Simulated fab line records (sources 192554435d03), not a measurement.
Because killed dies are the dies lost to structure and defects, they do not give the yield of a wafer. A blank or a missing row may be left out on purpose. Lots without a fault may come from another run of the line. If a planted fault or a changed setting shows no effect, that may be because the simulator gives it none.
Matching of chambers    flow n5 finfet    N5_BEOL_M1_ALD_98 on ald sin-04: 4 sister chambers
The step deposits SiO2, target thk 2.5 nm, pulse time 1 s, co reactant pulse time 1 s. 18 wafers are shown with their chamber, then 9 later ones without.

## WAFERS, EACH WITH ITS CHAMBER
wafer   chamber  heater power w (W)  precursor pulse height rel
L074.3  0        73                  0.984
L074.4  1        71                  0.994
L074.5  0        75                  1.018
L075.1  2        70                  0.966
L075.2  3        80                  0.970
L075.3  0        74                  0.976
L075.4  0        74                  1.041
L075.5  2        72                  0.967
L075.6  3        81                  1.016
L077.2  2        70                  1.011
L077.4  0        75                  0.997
L077.5  3        82                  1.007
L078.3  1        71                  1.005
L078.4  2        70                  0.994
L078.5  0        74                  0.997
L079.1  0        74                  1.013
L079.2  2        70                  1.005
L079.6  2        70                  1.023

SIGNATURES (means of the wafers above)
reading                     chamber 0  chamber 1  chamber 2  chamber 3  scatter within a chamber
heater power w              74.14      71.00      70.33      81.00      0.765
precursor pulse height rel  1.00371    0.99950    0.99433    0.99767    0.0223
Rule: a wafer lies at a distance from a chamber equal to the root of the sum of squares, over the readings, of (its reading less the chamber's mean, divided by the reading's scatter). If the next closest chamber is less than 2 further off than the closest, the wafer can't be placed; otherwise it belongs to the closest. The scatter is the square root of a quotient: the sum, over the shown wafers, of each reading's squared deviation from its chamber's mean, divided by wafers minus chambers.

## WAFERS WITH NO CHAMBER GIVEN
wafer   heater power w (W)  precursor pulse height rel
L082.1  79                  0.963
L082.3  71                  1.009
L082.6  71                  1.003
L089.1  71                  1.014
L089.2  75                  0.982
L089.4  71                  0.975
L097.2  71                  1.012
L097.3  80                  1.001
L097.5  71                  0.988

## EACH ONE'S CHAMBER
wafer   from the rows above      in truth
L082.1  3                        3
L082.3  can't be placed: 1 or 2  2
L082.6  can't be placed: 1 or 2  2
L089.1  can't be placed: 1 or 2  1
L089.2  0                        0
L089.4  can't be placed: 1 or 2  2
L097.2  can't be placed: 1 or 2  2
L097.3  3                        3
L097.5  can't be placed: 1 or 2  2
Correctly placed: 3 of 9. Unplaceable from these rows: 6, with the true chamber sitting among the candidates in 6. Wrongly placed: 0.
